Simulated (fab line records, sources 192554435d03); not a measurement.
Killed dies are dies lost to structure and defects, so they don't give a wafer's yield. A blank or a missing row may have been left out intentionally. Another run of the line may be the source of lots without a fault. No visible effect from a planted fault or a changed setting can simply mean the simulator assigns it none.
The tool behind it: which one? | flow n5 finfet | 9 lots, 27 wafers sampled, at 5 steps of a route of 1938

WHAT THE GAUGES SHOWED, per wafer
N5_BEOL_M4_RC_MEAS_101. Usual: DIBL_N 36.4 mV/V, standard deviation 1.4; DIBL_P 36.3 mV/V, standard deviation 1.8; EOT_P 10.50, standard deviation 0.09; IOFF_N 0.163 nA/um, standard deviation 0.024; IOFF_P 0.21 nA/um, standard deviation 0.034; ION_N 673 uA/um, standard deviation 11; ION_P 461 uA/um, standard deviation 7.4; SS_N 71.6 mV/dec, standard deviation 0.52; SS_P 73.3 mV/dec, standard deviation 0.58; VT_N 249.4 mV, standard deviation 2.5; VT_P -250 mV, standard deviation 3.5.
lot  | measured     | on        | DIBL_N (mV/V)  | DIBL_P (mV/V)  | EOT_P             | IOFF_N (nA/um)    | IOFF_P (nA/um) | ION_N (uA/um) | ION_P (uA/um) | SS_N (mV/dec)  | SS_P (mV/dec)  | VT_N (mV)         | VT_P (mV)      | flag
L102 | day 8 00:08  | prober-02 | 36.6 35.5 36.9 | 36.5 34.1 37.0 | 10.36 10.35 10.46 | 0.169 0.153 0.187 | 0.20 0.18 0.21 | 686 669 699   | 462 451 465   | 70.9 70.7 71.5 | 72.7 72.3 73.4 | 248.1 248.6 246.2 | -253 -252 -252 |
L106 | day 9 00:22  | prober-02 | 34.6 36.9 37.7 | 33.8 36.4 38.1 | 10.44 10.42 10.62 | 0.118 0.154 0.176 | 0.20 0.25 0.27 | 651 661 682   | 458 462 477   | 70.6 72.2 72.1 | 72.5 72.9 74.1 | 254.1 247.8 249.6 | -248 -247 -243 |
L108 | day 9 07:05  | prober-01 | 37.5 36.1 38.3 | 36.9 35.1 37.3 | 10.50 10.76 10.48 | 0.177 0.144 0.186 | 0.25 0.22 0.27 | 684 664 677   | 470 464 467   | 72.3 71.3 71.6 | 73.5 72.8 73.2 | 250.3 248.7 249.5 | -245 -247 -244 |
L110 | day 9 20:26  | prober-02 | 36.0 35.6 36.5 | 36.8 36.5 37.7 | 10.43 10.76 10.52 | 0.169 0.154 0.174 | 0.23 0.23 0.26 | 665 662 680   | 461 456 475   | 72.1 71.1 71.9 | 73.5 73.4 73.9 | 248.2 247.3 247.9 | -247 -247 -244 |
L112 | day 10 02:36 | prober-02 | 38.1 37.1 35.2 | 38.5 37.6 35.3 | 10.78 10.48 10.61 | 0.201 0.195 0.146 | 0.26 0.24 0.20 | 671 708 686   | 463 472 470   | 72.0 71.1 71.2 | 73.3 73.7 73.1 | 245.0 246.1 252.9 | -248 -247 -251 |
L121 | day 12 19:30 | prober-02 | 37.2 36.8 36.7 | 37.3 36.7 37.1 | 10.57 10.61 10.61 | 0.153 0.150 0.156 | 0.21 0.20 0.21 | 674 665 679   | 457 459 463   | 72.6 71.8 71.8 | 73.9 73.5 73.9 | 250.4 252.3 251.0 | -250 -251 -253 |
L123 | day 13 15:14 | prober-02 | 35.1 36.0 35.1 | 34.8 35.2 35.0 | 10.46 10.68 10.48 | 0.137 0.146 0.142 | 0.19 0.20 0.20 | 665 666 662   | 460 455 456   | 70.9 71.1 70.9 | 73.0 72.9 72.6 | 250.8 251.1 248.0 | -250 -250 -248 |
L124 | day 13 12:08 | prober-02 | 35.3 34.5 35.9 | 31.4 30.9 32.4 | 10.43 10.37 10.47 | 0.130 0.117 0.137 | 0.15 0.14 0.16 | 674 669 660   | 453 450 446   | 71.3 70.8 70.6 | 72.9 72.6 72.0 | 250.6 251.5 250.8 | -258 -257 -255 |
L125 | day 13 18:05 | prober-01 | 37.4 40.3 36.6 | 35.5 38.7 33.9 | 10.59 10.65 10.39 | 0.158 0.217 0.146 | 0.23 0.30 0.22 | 674 691 656   | 466 465 458   | 71.0 72.4 71.6 | 73.2 73.9 72.1 | 249.3 245.3 254.2 | -247 -242 -247 |

EACH LOT AND THE TOOL THAT RAN IT (in order: tool; ch and the chambers of the sampled wafers; start)
lot  | N5_HKMG_FIN_ALD_75              | N5_HKMG_FIN_DESCUM_53             | N5_HKMG_FIN_ETCH_54               | N5_HKMG_FIN_CVD_62
L102 | ald hk-02 ch 0,2,3, day 3 21:32 | rie diel-04 ch 0,1, day 3 22:05   | rie diel-04 ch 0,1, day 3 22:07   | thermal cvd si-02 ch 0,2, day 3 23:49
L106 | ald hk-03 ch 0,3, day 4 22:40   | rie diel-04 ch 0,3, day 4 23:13   | rie diel-04 ch 0,3, day 4 23:15   | thermal cvd si-02 ch 0,1,2, day 5 00:59
L108 | ald hk-01 ch 0,1,2, day 5 11:24 | rie diel-06 ch 0,2,3, day 5 12:19 | rie diel-06 ch 0,2,3, day 5 12:21 | thermal cvd si-02 ch 0,1,2, day 5 14:08
L110 | ald hk-01 ch 0,2,3, day 6 02:44 | rie diel-04 ch 0,2,3, day 6 03:37 | rie diel-04 ch 0,2,3, day 6 03:39 | thermal cvd si-02 ch 1,2, day 6 05:20
L112 | ald hk-01 ch 0,1,2, day 6 11:04 | rie diel-04 ch 0,1,3, day 6 11:41 | rie diel-04 ch 0,1,3, day 6 11:43 | thermal cvd si-02 ch 0,1,2, day 6 13:24
L121 | ald hk-01 ch 0,1,3, day 8 17:33 | rie diel-06 ch 0,1, day 8 18:26   | rie diel-06 ch 0,1, day 8 18:28   | thermal cvd si-01 ch 0,1,2, day 8 20:10
L123 | ald hk-01 ch 0,1, day 9 09:33   | rie diel-06 ch 0,1, day 9 10:01   | rie diel-06 ch 0,1, day 9 10:02   | thermal cvd si-01 ch 1,2, day 9 11:46
L124 | ald hk-01 ch 0,1,3, day 9 16:22 | rie diel-04 ch 0,2,3, day 9 16:56 | rie diel-04 ch 0,2,3, day 9 16:58 | thermal cvd si-02 ch 1,2, day 9 18:40
L125 | ald hk-02 ch 0,3, day 9 22:20   | rie diel-03 ch 0,2, day 9 23:14   | rie diel-03 ch 0,2, day 9 23:16   | thermal cvd si-01 ch 0,1, day 10 00:57
- N5_HKMG_FIN_ALD_75: deposits Al2O3, target thk 1 nm, co reactant pulse time 1 s.
- N5_HKMG_FIN_DESCUM_53: chemistry O2, time 7.9 s.
- N5_HKMG_FIN_ETCH_54: etches SiARC in CF4, target depth 45.5 nm, time 75.8 s.
- N5_HKMG_FIN_CVD_62: deposits a-Si from Si2H6, target thk 3 nm, time 20.8 s.

AS READ BY THE TOOLS THEMSELVES (means over the sampled wafers that have a number; for cases with no such wafer, the mark the record gives instead)
N5_HKMG_FIN_ALD_75. Usual: heater power w 155 W, standard deviation 15; precursor pulse height rel 0.998, standard deviation 0.021.
lot  | tool      | heater power w (W) | precursor pulse height rel | flag
L102 | ald hk-02 | 163                | 0.998                      |
L106 | ald hk-03 | 155                | 0.987                      |
L108 | ald hk-01 | 155                | 1.000                      |
L110 | ald hk-01 | 158                | 1.015                      |
L112 | ald hk-01 | 158                | 1.007                      |
L121 | ald hk-01 | 155                | 1.012                      |
L123 | ald hk-01 | 151                | 1.020                      |
L124 | ald hk-01 | 157                | 0.985                      |
L125 | ald hk-02 | 170                | 0.990                      |

N5_HKMG_FIN_DESCUM_53. Usual: drypump motor current A 5.5 A, standard deviation 0.38; oes product au 0.80 a.u., standard deviation 0.094; rf vpp V 243.5 V, standard deviation 1.3; showerhead plenum p Torr 2.11 Torr, standard deviation 0.068; temp c 40.00 C, standard deviation 0.1; throttle valve pct 20.4 %, standard deviation 0.32.
lot  | tool        | drypump motor current A (A) | oes product au (a.u.) | rf vpp V (V) | showerhead plenum p Torr (Torr) | temp c (C) | throttle valve pct (%) | flag
L102 | rie diel-04 | 5.5                         | 0.82                  | 245.2        | 2.21                            | 40.02      | 20.6                   |
L106 | rie diel-04 | 5.4                         | 0.90                  | 244.4        | 2.21                            | 40.04      | 20.4                   |
L108 | rie diel-06 | 5.7                         | 0.77                  | 243.4        | 2.09                            | 40.07      | 20.4                   |
L110 | rie diel-04 | 5.5                         | 0.90                  | 243.7        | 2.16                            | 40.09      | 20.2                   |
L112 | rie diel-04 | 5.6                         | 0.81                  | 244.0        | 2.17                            | 40.07      | 20.4                   |
L121 | rie diel-06 | 5.4                         | 0.74                  | 242.2        | 2.06                            | 40.02      | 20.4                   |
L123 | rie diel-06 | 5.4                         | 0.74                  | 242.4        | 2.03                            | 39.97      | 20.6                   |
L124 | rie diel-04 | 5.5                         | 0.84                  | 243.9        | 2.15                            | 39.96      | 20.2                   |
L125 | rie diel-03 | 5.3                         | 0.84                  | 242.3        | 2.11                            | 40.05      | 20.3                   |

N5_HKMG_FIN_ETCH_54. Usual: drypump motor current A 5.5 A, standard deviation 0.38; etch rf on time s 75.8 s, standard deviation 1.6; oes product au 0.69 a.u., standard deviation 0.082; rf vpp V 184.4 V, standard deviation 1.3; showerhead plenum p Torr 2.16 Torr, standard deviation 0.063; throttle valve pct 15.6 %, standard deviation 0.3.
lot  | tool        | drypump motor current A (A) | etch rf on time s (s) | oes product au (a.u.) | rf vpp V (V) | showerhead plenum p Torr (Torr) | throttle valve pct (%) | flag
L102 | rie diel-04 | 5.5                         | 74.8                  | 0.70                  | 186.0        | 2.24                            | 15.7                   |
L106 | rie diel-04 | 5.4                         | 74.2                  | 0.77                  | 185.3        | 2.24                            | 15.5                   |
L108 | rie diel-06 | 5.7                         | 75.9                  | 0.66                  | 183.2        | 2.15                            | 15.6                   |
L110 | rie diel-04 | 5.5                         | 74.4                  | 0.77                  | 184.7        | 2.21                            | 15.3                   |
L112 | rie diel-04 | 5.5                         | 74.4                  | 0.71                  | 185.2        | 2.21                            | 15.5                   |
L121 | rie diel-06 | 5.4                         | 76.7                  | 0.63                  | 183.2        | 2.11                            | 15.6                   |
L123 | rie diel-06 | 5.4                         | 75.8                  | 0.63                  | 183.7        | 2.08                            | 15.8                   |
L124 | rie diel-04 | 5.5                         | 74.4                  | 0.72                  | 184.5        | 2.20                            | 15.3                   |
L125 | rie diel-03 | 5.3                         | 76.7                  | 0.73                  | 184.5        | 2.15                            | 15.5                   |

N5_HKMG_FIN_CVD_62. Usual: heater power w 1423 W, standard deviation 130; susceptor temp C 499.96 C, standard deviation 0.21.
lot  | tool              | heater power w (W) | susceptor temp C (C) | flag
L102 | thermal cvd si-02 | 1284               | 499.90               |
L106 | thermal cvd si-02 | 1368               | 499.73               |
L108 | thermal cvd si-02 | 1308               | 489.59               | OFF
L110 | thermal cvd si-02 | 1290               | 490.04               | OFF
L112 | thermal cvd si-02 | 1306               | 489.70               | OFF
L121 | thermal cvd si-01 | 1441               | 500.01               |
L123 | thermal cvd si-01 | 1384               | 499.94               |
L124 | thermal cvd si-02 | 1299               | 500.08               |
L125 | thermal cvd si-01 | 1545               | 499.94               |

THE ANSWER, worked out from the rows above alone
Rule: a lot is off if the mean of its wafers that have a number lies more than 3 standard deviations from the usual mean. Also off: a lot with no number at a reading for which 4 or more lots have one. All remaining lots with rows at the step are treated as sound. Order of review: gauges by route order, followed by the tools' own readings, for which a lot's mean as printed above is used. The first step at which some lot is off is used, and at that step the reading that is off furthest; a lot without a number counts as furthest.
Off, at N5_HKMG_FIN_CVD_62 on susceptor temp C: L108, L110, L112.
A tool fits if, at that step or a process step before it, it ran every lot that is off, and no sound lot after the first of them. No candidate that was tried fits.

WHAT THE SIMULATOR HAD INSERTED
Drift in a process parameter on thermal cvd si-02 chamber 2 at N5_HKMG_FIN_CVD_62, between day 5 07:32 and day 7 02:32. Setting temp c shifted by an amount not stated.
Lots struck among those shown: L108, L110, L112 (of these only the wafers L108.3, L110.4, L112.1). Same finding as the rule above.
